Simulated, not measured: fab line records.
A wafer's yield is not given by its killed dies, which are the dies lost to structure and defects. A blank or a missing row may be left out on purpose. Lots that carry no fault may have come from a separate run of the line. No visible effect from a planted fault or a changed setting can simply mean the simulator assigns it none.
Struck lot and sound lot, side by side -- flow n5Finfet -- 16 out of 1938 route steps
Sound: wafers L435.1, L435.3, L435.5. Wafers L442.2, L442.4, L442.5 were the ones struck. The cause is given at the end.
Per side, at each step with rows, come the tool, then ch with its chambers, and then its first start. Under that, the readings that differ: sound wafers -- struck wafers -- difference of the means -- sigmas: that difference in standard deviations of wafers without a fault.
alike: same words and numbers on both sides, and readings whose means sit less than 2 such deviations apart. not compared: any withheld reading, any reading some wafer has no value for, any bound like >300 that may hide the same value, and any number with overlapping values for which the record gives no deviation.
The two part at a step that has a row with sigmas, a row that says differs or no value, or rows on one side only. When numbers do not overlap yet have no deviation, they are printed without sigmas and do not part them. A reading that every wafer of one side lacks parts them only if that side has two wafers or more.

N5_DUMMY_GATE_ETCH_42: etches SiO2 in CHF3/O2, target depth 3.5 nm, time 31 s.
  sound on rieDiel-03 ch 1,2, day 6 05:51; struck on rieDiel-03 ch 1,2, day 8 06:23
  alike: drypumpMotorCurrentA, oes_ar_750_au, oesProductAu, rfVppV, showerheadPlenumPTorr, throttleValvePct
  not compared: rfHoursCounterH
N5_DUMMY_GATE_STRIP_48: strips in N2/H2, time 20 s.
  sound on rieDiel-03 ch 1,2, day 6 05:54; struck on rieDiel-03 ch 1,2, day 8 06:26
  alike: drypumpMotorCurrentA, oesProductAu, rfVppV, showerheadPlenumPTorr, throttleValvePct
  not compared: rfHoursCounterH
then, 5 steps without rows for these wafers: N5_DUMMY_GATE_PRECLEAN_33 (cleans in dHF, time 10 s); N5_DUMMY_GATE_PRECLEAN_25 (cleans in O3/DIW, time 45 s); N5_DUMMY_GATE_PRECLEAN_51 (cleans in SC2, time 45 s); N5_DUMMY_GATE_SRD_26 (time 30 s); N5_DUMMY_GATE_UV_OZONE_45 (time 120 s).
N5_DUMMY_GATE_INSPECT_27: inspects for defects (brightfield).
  sound on defectInspect-02 at day 6 06:05; struck on defectInspect-02 at day 8 06:37
  alike: rawDefectCount
N5_SPACER0_ALD_07: deposits SiNx, target thk 2 nm.
  sound on aldSin-03 ch 0,3, day 6 06:08; struck on aldSin-01 ch 0,1, day 8 07:02
  alike: heaterPowerW, susceptorTempC
N5_SPACER0_ALD_00: deposits SiOCN, target thk 3.5 nm, pulse time 3 s, purge time 2 s.
  sound on aldSin-03 ch 0,3, day 6 06:17; struck on aldSin-01 ch 0,1, day 8 07:12
  alike: heaterPowerW, precursorPulseHeightRel, susceptorTempC
N5_SPACER0_ALD_08: deposits SiNx, target thk 2 nm.
  sound on aldSin-03 ch 0,3, day 6 06:32; struck on aldSin-01 ch 0,1, day 8 07:27
  alike: heaterPowerW, susceptorTempC
N5_SPACER0_INSPECT_04: inspects for defects (darkfield).
  sound on defectInspect-02 at day 6 06:41; struck on defectInspect-01 at day 8 07:37
  alike: rawDefectCount
N5_SD_EPI_N_COAT_32: time 60 s, resist thk 350 nm.
  sound on lithoTrack-01 ch 0, day 6 06:44; struck on lithoTrack-05 ch 0, day 8 07:38
reading,sound,struck,difference,sigmas
heaterPowerTotalW (W),498.5 502.0 502.3,508.8 509.9 511.0,+9.0,+5
plateTempC (C),250.14 250.04 249.96,254.35 254.03 254.15,+4.13,+22
  alike: resistLineTempC
then, 1 step without rows for these wafers: N5_SD_EPI_N_COAT_33 (time 60 s, resist thk 35 nm).
-- the record jumps here: 6 days lie between the struck wafers' starts before and after (it left off in module SD_EPI_N and takes up again in module BEOL_M4, whose first step shown is number 1111 of the route) --
N5_BEOL_M4_RC_MEAS_101:
  sound on prober-01 ch 0, day 11 10:19; struck on prober-02 ch 0, day 13 21:31
reading,sound,struck,difference,sigmas
IOFF_P (nA/um),0.25 0.26 0.25,0.16 0.16 0.14,-0.10,-3
ION_P (uA/um),466 465 471,456 447 448,-17,-2
VT_P (mV),-245 -247 -246,-257 -257 -257,-11,-3
  alike: DIBL_N, DIBL_P, IOFF_N, ION_N, SS_N, SS_P, VT_N
next, for these wafers, 1 step has no rows: N5_PASSIVATION_PROBE_49.

== WHERE THEY PART ==
Earliest at N5_SD_EPI_N_COAT_32; latest, in this record, at N5_BEOL_M4_RC_MEAS_101.

WHY: what had been put in by the simulator
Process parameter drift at N5_SD_EPI_N_COAT_32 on lithoTrack-05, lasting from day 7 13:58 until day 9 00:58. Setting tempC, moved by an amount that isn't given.
